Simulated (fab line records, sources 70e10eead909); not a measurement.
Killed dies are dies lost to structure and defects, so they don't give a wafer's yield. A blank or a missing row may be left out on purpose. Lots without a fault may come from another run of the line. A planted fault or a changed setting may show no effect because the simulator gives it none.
Chamber matching | flow nand_harc | NHARC_A_M0_PRE_CLEAN_31 on pecvd-02: 3 sister chambers
The step time 12 s. 22 wafers are shown with their chamber, then 11 later ones without.

WAFERS WITH THEIR CHAMBER
wafer  | chamber | heater_power_w (W)
L075.1 | 0       | 562
L075.3 | 2       | 555
L075.6 | 1       | 641
L079.1 | 2       | 551
L079.4 | 0       | 628
L079.6 | 2       | 552
L082.4 | 2       | 583
L082.5 | 0       | 580
L082.6 | 1       | 608
L080.1 | 2       | 579
L080.2 | 1       | 624
L080.4 | 2       | 577
L084.1 | 2       | 553
L084.4 | 1       | 710
L084.6 | 2       | 558
L084.2 | 1       | 707
L084.3 | 2       | 551
L084.5 | 1       | 716
L083.2 | 2       | 497
L083.5 | 2       | 489
L083.6 | 1       | 716
L086.1 | 0       | 539

SIGNATURES (means of the wafers above)
reading        | chamber 0 | chamber 1 | chamber 2 | scatter within a chamber
heater_power_w | 577.25    | 674.57    | 549.55    | 38
Rule: a wafer's distance from a chamber is the root of the sum, over the readings, of the square of ((its reading less the chamber's mean) divided by the reading's scatter). The wafer belongs to the nearest chamber; if the next one is less than 2 further off, it can't be placed. The scatter: the root of (the sum of the squares of (reading less its chamber's mean) over the shown wafers, divided by (wafers less chambers)).

WAFERS WITHOUT THEIR CHAMBER
wafer  | heater_power_w (W)
L086.2 | 651
L086.5 | 576
L091.2 | 547
L091.4 | 689
L091.6 | 542
L090.2 | 568
L090.4 | 494
L090.5 | 591
L096.1 | 531
L096.4 | 526
L096.5 | 652

WHICH CHAMBER EACH WENT THROUGH
wafer  | from the rows above          | in truth
L086.2 | can't be placed: 1 or 0      | 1
L086.5 | can't be placed: 0 or 2      | 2
L091.2 | can't be placed: 2 or 0      | 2
L091.4 | 1                            | 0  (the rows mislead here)
L091.6 | can't be placed: 2 or 0      | 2
L090.2 | can't be placed: 0 or 2      | 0
L090.4 | can't be placed: 2 or 0      | 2
L090.5 | can't be placed: 0 or 2 or 1 | 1
L096.1 | can't be placed: 2 or 0      | 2
L096.4 | can't be placed: 2 or 0      | 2
L096.5 | can't be placed: 1 or 0      | 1
Placed correctly: 0 of 11. Can't be placed from these rows: 10 (the true chamber is among the candidates in 10). Placed wrongly: 1.
